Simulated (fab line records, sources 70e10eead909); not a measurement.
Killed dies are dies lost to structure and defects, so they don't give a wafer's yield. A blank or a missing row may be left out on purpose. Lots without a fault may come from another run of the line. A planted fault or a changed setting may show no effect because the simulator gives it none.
fab line records | flow nand_harc | part 2 of 2: steps 15 to 25 of 25
record lots=5 wafers=15 last_day=32
route steps=1302 shown A_CHANNEL_HOLE_D2@587 A_CHANNEL_FILL_D2@610
lots that met no fault: from a run of the same line without faults
start_h: hours from the record's first day to the start of the lot's first wafer shown | wait_h: hours since the lot's step before | " the same as in the row above | L1.1+2: a row that stands for several wafers | - no value, or no start given | * or withheld: withheld | < > ~ a bound
route shown NAME@n: a module of which the file shows steps, and the number in the route of the first | usual: mean/standard deviation of fault-free wafers | same: alike in all rows | chamber/n: place in a boat | sites: the reading at each site | _std_site: their standard deviation | _edge_site: outer sites' mean less inner sites' | radius_mm: how far each site lies from the wafer's centre | mask NAME#n: copy n | behind: the tool/chamber that last shaped the wafer | hold: why the lot was held/for how many hours/how that ended | device: the transistor (n, p or np) that didn't switch | end of line: the same wafers' tests at the end of the route | a step without rows: its recipe alone | killed: dies lost to structure and defects at the first sort, not the wafer's yield | map: a wafer's dies, x killed, . not, _ none there
set.NAME: the setting as run; set.NAME@STEP: as run at that earlier step | model.NAME: the simulator's own value behind a step, which no gauge read
lots at some steps of the route; a table a step, a row a wafer
services: from which hour (start_h, from the record's first day; less than 0 if before it) a tool's chamber was out of use, for how many hours, and why
## steps
# step NHARC_A_CHANNEL_HOLE_D2_STRIP_42
# recipe cf4_flow_sccm=100 chf3_flow_sccm=30 ar_flow_sccm=0 bias_w=0 chemistry=CF4/CHF3
# columns lot.wafer tool chamber start_h wait_h
L079.4+3+6 rie_diel-11 0,2,0 353.38 0.1
L084.1+4+5 rie_diel-11 3,1,2 414.50 0.1
L089.1+4+6 rie_diel-11 0,1,0 463.24 0.1
L092.4+3+2 rie_diel-11 2,3,0 471.58 0.1
L093.4+5+6 rie_diel-07 2,2,3 485.51 0.1
# step NHARC_A_CHANNEL_HOLE_D2_STRIP_43
# recipe o2_flow_sccm=400 cos_flow_sccm=20 ar_flow_sccm=0 bias_w=0 chemistry=O2/COS
# columns lot.wafer tool chamber start_h wait_h
L079.4+3+6 rie_diel-11 2,1,3 353.45 0.1
L084.4+1+5 rie_diel-11 1,3,1 414.56 0.0
L089.1+4+6 rie_diel-11 2,0,1 463.31 0.1
L092.4+2+3 rie_diel-11 3,0,1 471.65 0.1
L093.4+5+6 rie_diel-07 2,0,1 485.57 0.1
# step NHARC_A_CHANNEL_HOLE_D2_ETCH_44
# recipe target_depth_a=1400 overetch_a=140 time_s=77 ion_energy_ev=100 cf4_flow_sccm=80 o2_flow_sccm=20 ar_flow_sccm=0 rf_w=300 bias_w=100 chemistry=CF4/O2
# usual cf4_flow_sccm=80.01/0.27 drypump_motor_current_A=5.8/0.61 oes_product_au=0.999/0.0099 rf_vpp_V=196.9/1.3 showerhead_plenum_p_Torr=1.29/0.053 throttle_valve_pct=13.398/0.0093
# columns lot.wafer tool chamber start_h wait_h cf4_flow_sccm drypump_motor_current_A oes_product_au rf_hours_counter_h rf_vpp_V showerhead_plenum_p_Torr throttle_valve_pct
L079.3 rie_diel-11 2 353.51 0.1 80.18 6.4 0.995 5.0 197.3 1.27 13.394
L079.4 " 3 " " 80.24 4.9 0.991 5.4 197.5 1.26 13.398
L079.6 " 1 " " 80.45 6.5 1.002 - 198.8 1.40 13.399
L084.4 rie_diel-11 1 414.63 0.1 80.11 6.6 0.993 7.3 198.7 1.40 13.404
L084.1 " 2 " " 80.11 6.4 0.999 8.2 196.0 1.27 13.384
L084.5 " 0 " " 79.75 6.4 1.013 - 196.2 1.27 13.400
L089.1 rie_diel-11 0 463.36 0.1 79.99 6.3 0.999 1.2 196.2 1.27 13.406
L089.4 " 1 " " 79.93 6.6 1.013 1.1 198.6 1.40 13.389
L089.6 " 1 " " 79.62 6.5 1.014 - 198.4 1.40 13.395
L092.4 rie_diel-11 2 471.71 0.1 80.33 6.4 1.001 1.7 197.1 1.27 13.396
L092.3 " 3 " " 80.13 4.9 1.003 1.7 196.2 1.26 13.400
L092.2 " 0 " " 80.09 6.3 1.007 2.1 198.1 1.27 13.398
L093.4 rie_diel-07 1 485.64 0.1 80.31 5.3 0.994 0.1 197.4 1.36 13.385
L093.5 " 3 " " 80.79 5.8 1.004 - 195.7 1.25 13.397
L093.6 " 0 " " 79.80 5.7 0.994 - 197.1 1.25 13.409
# step NHARC_A_CHANNEL_HOLE_D2_STRIP_28
# recipe o2_flow_sccm=500 ar_flow_sccm=0 bias_w=0 chemistry=O2
# usual drypump_motor_current_A=5.8/0.61 oes_product_au=0.999/0.011 rf_vpp_V=57.5/0.88 showerhead_plenum_p_Torr=3.43/0.13 throttle_valve_pct=17.037/0.0093
# columns lot.wafer tool chamber start_h wait_h drypump_motor_current_A oes_product_au rf_hours_counter_h rf_vpp_V showerhead_plenum_p_Torr throttle_valve_pct
L079.3 rie_diel-11 3 - - 4.9 0.996 5.5 56.5 3.33 17.039
L079.4 " 0 " " 6.4 1.021 5.4 57.6 3.37 17.028
L079.6 " 3 " " 4.9 0.997 - 55.7 3.33 17.048
L084.1 rie_diel-11 2 - - 6.5 1.004 8.2 59.6 3.36 17.015
L084.4 " 0 " " 6.4 1.022 8.4 57.8 3.37 17.009
L084.5 " 2 " " 6.5 0.995 - 57.8 3.36 17.030
L089.1 rie_diel-11 0 - - 6.4 1.018 1.3 57.6 3.36 17.042
L089.4 " 1 " " 6.5 1.008 1.1 58.1 3.68 17.016
L089.6 " 0 " " 6.4 1.010 - 56.1 3.37 17.032
L092.3 rie_diel-11 2 - - 6.5 0.997 1.8 58.0 3.36 17.034
L092.4 " 3 " " 4.9 0.982 1.7 57.0 3.33 17.023
L092.2 " 0 " " 6.4 1.011 2.2 57.6 3.36 17.041
L093.4 rie_diel-07 0 - - 5.7 0.987 0.1 55.8 3.32 17.042
L093.6 " 1 " " 5.3 0.987 - 56.5 3.58 17.038
L093.5 " 2 " " 5.7 0.983 - 56.2 3.61 17.026
# step NHARC_A_CHANNEL_HOLE_D2_PRECLEAN_29
# recipe time_s=* temp_c=50 bath_age_min=0 chemistry=SC1
# columns lot.wafer tool chamber start_h wait_h
L079.3+6+4 wet_bench-06 0,1,3 354.17 -
L084.4+1+5 wet_bench-01 2,3,4 415.28 -
L089.4+6+1 wet_bench-04 0,2,5 464.01 -
L092.4+3+2 wet_bench-06 7,1,2 472.37 -
L093.4+6+5 wet_bench-04 6,7,0 486.30 -
# step NHARC_A_CHANNEL_HOLE_D2_SRD_30
# columns lot.wafer tool chamber start_h wait_h
L079.3+6+4 wet_bench-06 0,1,3 - -
L084.4+1+5 wet_bench-01 2,3,4 - -
L089.4+6+1 wet_bench-04 0,2,5 464.08 0.1
L092.4+3+2 wet_bench-06 7,1,2 - -
L093.4+6+5 wet_bench-04 6,7,0 - -
# step NHARC_A_CHANNEL_HOLE_D2_CD_MEAS_31
# usual cd_nm=89.9/1.3
# columns lot.wafer tool chamber start_h wait_h cd_nm
L079.3 cd_sem-02 - 354.31 - 89.7
L079.4 " - " " 90.0
L079.6 " - " " 89.9
L084.1 cd_sem-02 - 415.41 - 88.0
L084.4 " - " " 90.6
L084.5 " - " " 89.2
L089.1 cd_sem-01 - 464.19 0.1 91.8
L089.4 " - " " 92.6
L089.6 " - " " 92.3
L092.2 cd_sem-02 - 472.51 - 88.5
L092.3 " - " " 87.9
L092.4 " - " " 86.6
L093.4 cd_sem-02 - 486.43 - 89.4
L093.5 " - " " 89.1
L093.6 " - " " 90.8
# step NHARC_A_CHANNEL_HOLE_D2_XSEM_32
# recipe landing_energy_ev=35000
# usual bot_cd_nm=74.5/1.4 bow_nm=8.70/0.29 tilt_deg=0.08/0.047
# columns lot.wafer tool chamber start_h wait_h bot_cd_nm bow_nm tilt_deg
L079.3 xsem-01 0 354.40 0.1 74.4 8.68 0.01
L079.4 " 0 " " 74.6 8.66 0.02
L079.6 " 0 " " 74.4 8.66 0.01
L084.1 xsem-02 0 415.50 0.1 72.3 8.72 0.18
L084.4 " 0 " " 75.2 8.65 0.17
L084.5 " 0 " " 72.8 8.64 0.18
L089.1 xsem-01 0 464.28 0.1 76.5 8.80 0.01
L089.4 " 0 " " 78.0 8.80 0.01
L089.6 " 0 " " 77.3 8.76 0.01
L092.2 xsem-01 0 472.59 0.1 72.9 8.92 0.12
L092.3 " 0 " " 72.8 8.83 0.12
L092.4 " 0 " " 71.5 8.91 0.11
L093.4 xsem-02 0 486.53 0.1 73.9 8.68 0.05
L093.5 " 0 " " 73.9 8.71 0.05
L093.6 " 0 " " 74.8 8.67 0.05
# step NHARC_A_CHANNEL_HOLE_D2_INSPECT_40
# usual raw_defect_count=260/68
# columns lot.wafer tool chamber start_h wait_h raw_defect_count
L079.3 defect_inspect-01 - 354.49 - 336
L079.4 " - " " 389
L079.6 " - " " 256
L084.1 defect_inspect-01 - 415.60 - 194
L084.4 " - " " 163
L084.5 " - " " 253
L089.1 defect_inspect-02 - 464.37 - 249
L089.4 " - " " 274
L089.6 " - " " 281
L092.2 defect_inspect-01 - 472.69 - 348
L092.3 " - " " 280
L092.4 " - " " 257
L093.4 defect_inspect-01 - 486.62 - 214
L093.5 " - " " 170
L093.6 " - " " 141
# step NHARC_A_CHANNEL_FILL_D2_PRECLEAN_00
# recipe time_s=* temp_c=50 bath_age_min=0 chemistry=SC1
# columns lot.wafer tool chamber start_h wait_h
L079.3+6+4 wet_bench-03 6,0,1 354.55 0.1
L084.1+4+5 wet_bench-03 7,1,4 415.65 0.1
L089.1+6+4 wet_bench-09 7,1,2 464.44 0.1
L092.2+4+3 wet_bench-07 5,1,2 472.74 0.1
L093.4+6+5 wet_bench-07 6,1,3 486.67 0.0
# step NHARC_A_CHANNEL_FILL_D2_SRD_01
# columns lot.wafer tool chamber start_h wait_h
L079.3+6+4 wet_bench-03 6,0,1 - -
L084.1+4+5 wet_bench-03 7,1,4 - -
L089.1+6+4 wet_bench-09 7,1,2 - -
L092.2+4+3 wet_bench-07 5,1,2 - -
L093.4+6+5 wet_bench-07 6,1,3 - -
## services
# columns tool chamber start_h hours kind
wet_bench-07 - 345.17 8.0 pm
wet_bench-09 - 352.80 8.0 pm
wet_bench-04 - 359.29 0.6 repair
rie_diel-07 3 366.85 12.2 repair
wet_bench-06 - 369.60 8.0 pm
xsem-01 - 374.00 14.0 pm
har_etch-02 - 377.00 17.0 pm
har_etch-02 0 377.00 17.0 vent_cycle
har_etch-02 1 377.00 17.0 vent_cycle
rie_diel-11 1 381.32 4.5 repair
rie_diel-07 2 385.71 4.4 repair
wet_bench-03 - 386.40 8.0 pm
har_etch-02 0 394.00 - clean
har_etch-02 0 394.00 - consumable_replace:esc
har_etch-02 0 394.00 - consumable_replace:focus_ring
har_etch-02 1 394.00 - clean
har_etch-02 1 394.00 - consumable_replace:focus_ring
wet_bench-04 - 403.20 8.0 pm
wet_bench-07 - 425.15 2.6 repair
rie_diel-11 3 430.20 11.9 repair
rie_diel-11 - 432.50 9.0 pm
rie_diel-12 - 445.44 9.0 pm
wet_bench-01 - 453.60 8.0 pm
rie_diel-07 - 471.20 9.0 pm
